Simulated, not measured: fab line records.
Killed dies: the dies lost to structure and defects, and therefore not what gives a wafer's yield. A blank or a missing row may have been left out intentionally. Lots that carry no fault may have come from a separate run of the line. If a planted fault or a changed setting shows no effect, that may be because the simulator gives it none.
Chamber matching :: flow nand harc :: NHARC_A_STAIRCASE_DESCUM_168 on rie diel-10 has 4 sister chambers
The step chemistry O2, time 3 s. 4 wafers are shown with their chamber, then 9 later ones without.

EACH WAFER AND ITS CHAMBER
wafer: L082.1
chamber: 0
showerhead plenum p Torr (Torr): 1.93

wafer: L083.1
chamber: 3
showerhead plenum p Torr (Torr): 1.85

wafer: L083.5
chamber: 1
showerhead plenum p Torr (Torr): 1.96

wafer: L083.6
chamber: 2
showerhead plenum p Torr (Torr): 2.02

WAFERS WHOSE CHAMBER IS MISSING
wafer: L093.1
showerhead plenum p Torr (Torr): 1.83

wafer: L093.5
showerhead plenum p Torr (Torr): 1.94

wafer: L093.6
showerhead plenum p Torr (Torr): 1.92

wafer: L096.1
showerhead plenum p Torr (Torr): 1.83

wafer: L096.3
showerhead plenum p Torr (Torr): 1.94

wafer: L096.6
showerhead plenum p Torr (Torr): 1.83

wafer: L097.1
showerhead plenum p Torr (Torr): 1.91

wafer: L097.2
showerhead plenum p Torr (Torr): 1.94

wafer: L097.4
showerhead plenum p Torr (Torr): 2.00

CHAMBER TAKEN BY EACH
wafer: L093.1
from the rows above: 3
in truth: 3

wafer: L093.5
from the rows above: can't be placed: 0 or 1
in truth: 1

wafer: L093.6
from the rows above: can't be placed: 0 or 1
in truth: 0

wafer: L096.1
from the rows above: 3
in truth: 3

wafer: L096.3
from the rows above: can't be placed: 0 or 1
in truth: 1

wafer: L096.6
from the rows above: 3
in truth: 3

wafer: L097.1
from the rows above: can't be placed: 0 or 1
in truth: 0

wafer: L097.2
from the rows above: can't be placed: 0 or 1
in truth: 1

wafer: L097.4
from the rows above: can't be placed: 2 or 1
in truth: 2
3 of 9 placed correctly. Unplaceable from these rows: 6, with the true chamber sitting among the candidates in 6. Number placed wrongly: 0.
How it was worked out, from the rows above alone: a wafer's distance from a chamber is the root of the sum, over the readings, of the square of ((its reading less the chamber's mean) divided by the reading's scatter). If the next closest chamber is less than 2 further off than the closest, the wafer can't be placed; otherwise it belongs to the closest. For every chamber, the mean is computed from those of its wafers that are shown. The scatter: root of mean squared gap, hidden wafer to nearest shown wafer, with one shown wafer a chamber.
